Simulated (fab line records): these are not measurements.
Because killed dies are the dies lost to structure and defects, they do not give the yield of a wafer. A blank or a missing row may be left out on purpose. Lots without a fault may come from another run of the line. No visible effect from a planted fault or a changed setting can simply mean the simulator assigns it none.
Comparing a struck lot with a sound one || flow n5_finfet || 34 steps out of a route of 1938
Sound: these wafers, L434.3, L434.5, L434.6. Struck: wafer L439.2 (left out: L439.4, a lot-mate that was not struck); the cause follows at the end.
For every step that has rows: the tool of each side, followed by ch and its chambers, followed by its first start. Under that, the readings that differ: sound wafers || struck wafers || difference of the means || sigmas: that difference in standard deviations of wafers without a fault.
alike: a reading whose means differ by less than 2 such deviations, as well as words and numbers matching on both sides. not compared: withheld readings; readings where some wafer has no value; bounds like >300 that might hide an equal value; numbers whose values overlap and for which the record gives no deviation.
A row with sigmas, a row that says differs or no value, or rows on one side alone: a step with any of these is where the two part. Numbers that have no deviation but don't overlap get no sigmas and don't part them. A reading that every wafer of one side lacks parts them only if that side has two wafers or more.

first, 8 steps without rows for these wafers: N5_BEOL_M10_SPUTTER_48 (material Cu, target thk 12 nm, time 2 s); N5_BEOL_M10_ECD_50 (material Cu, target thk 318 nm); N5_BEOL_M10_ANNEAL_51 (time 90 s); N5_BEOL_M10_CMP_52 (polishes, stops on SiCOH lowk, t overpolish 7 s, target thk 140 nm); N5_BEOL_M10_PRE_CLEAN_55 (time 15 s); N5_BEOL_M10_DEP_56 (deposits SiCN from 3MS/NH3, target thk 15 nm, time 26.5 s); N5_BEOL_M11_ILD_DEP_00 (deposits SiCOH lowk from DEMS/porogen, target thk 308.51 nm, time 58 s); N5_BEOL_M11_CURE_71 (cures SiCOH lowk, time 240 s).
N5_BEOL_M11_PECVD_70: deposits SiO2 from TEOS/O2, target thk 20 nm, time 22.7 s.
  sound on pecvd-03 ch 0,1, day 11 12:51; struck on pecvd-03 ch 2, day 16 01:32
{"reading": "susceptor_temp_C (C)", "sound": "400.29 400.38 400.42", "struck": 399.77, "difference": -0.59, "sigmas": -2}
{"reading": "model.SiO2_of_BEOL_M11_PECVD_70.thk_nm (nm)", "sound": "20 20.4 20.2", "struck": 20.6, "difference": "+0.4", "sigmas": ""}
  alike: heater_power_w, showerhead_plenum_p_Torr, throttle_valve_pct
then, 24 steps without rows for these wafers: N5_BEOL_M11_HM_DEP_02 (deposits TiN, target thk 20 nm); N5_BEOL_M11_COAT_59 (time 60 s, resist thk 100 nm); N5_BEOL_M11_COAT_60 (time 60 s, resist thk 30 nm); N5_BEOL_M11_COAT_05 (resist thk 90 nm); N5_BEOL_M11_EBR_07; N5_BEOL_M11_SOFTBAKE_06 (time 60 s); N5_BEOL_M11_EXPOSE_08 (exposes mask M11); N5_BEOL_M11_PEB_09 (peb time 60 s); N5_BEOL_M11_DEVELOP_10 (develop time 30 s); N5_BEOL_M11_DESCUM_16 (chemistry O2, time 7.9 s); N5_BEOL_M11_ETCH_61 (etches SiARC in CF4, target depth 39 nm, time 65 s); N5_BEOL_M11_ETCH_62 (etches SOC in N2/H2, target depth 110 nm, overetch 22 nm, time 165 s); N5_BEOL_M11_STRIP_68 (strips in N2/H2); N5_BEOL_M11_STRIP_67 (strips in CF4); N5_BEOL_M11_HM_OPEN_17 (chemistry Cl2/BCl3, target TiN, target depth 20 nm, overetch 6 nm); N5_BEOL_M11_STRIP_19 (strips in O2); N5_BEOL_M11_COAT_63 (time 60 s, resist thk 100 nm); N5_BEOL_M11_COAT_64 (time 60 s, resist thk 30 nm); N5_BEOL_M11_COAT_22 (resist thk 90 nm); N5_BEOL_M11_EBR_24; N5_BEOL_M11_SOFTBAKE_23 (time 60 s); N5_BEOL_M11_EXPOSE_25 (exposes mask V10); N5_BEOL_M11_PEB_26 (peb time 60 s); N5_BEOL_M11_DEVELOP_27 (develop time 30 s).
N5_BEOL_M11_HM_STRIP_39: strips TiN in peroxide tin strip, target depth 25 nm, time 158 s.
  sound on wet_bench-02 ch 0,3,6, day 11 17:19; struck on wet_bench-02 ch 1, day 16 09:52
{"reading": "model.SiO2_of_BEOL_M11_PECVD_70.thk_nm (nm)", "sound": "19.8 20.2 20", "struck": 20.6, "difference": "+0.6", "sigmas": ""}
  alike: temp_c

== WHERE THEY PART ==
Within this record, at N5_BEOL_M11_PECVD_70 only. Later steps at which nothing parts them and some readings are alike: N5_BEOL_M11_HM_STRIP_39.

WHY: the cause the simulator had injected
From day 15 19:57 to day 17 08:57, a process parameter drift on pecvd-03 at N5_BEOL_M11_PECVD_70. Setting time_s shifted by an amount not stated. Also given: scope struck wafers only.
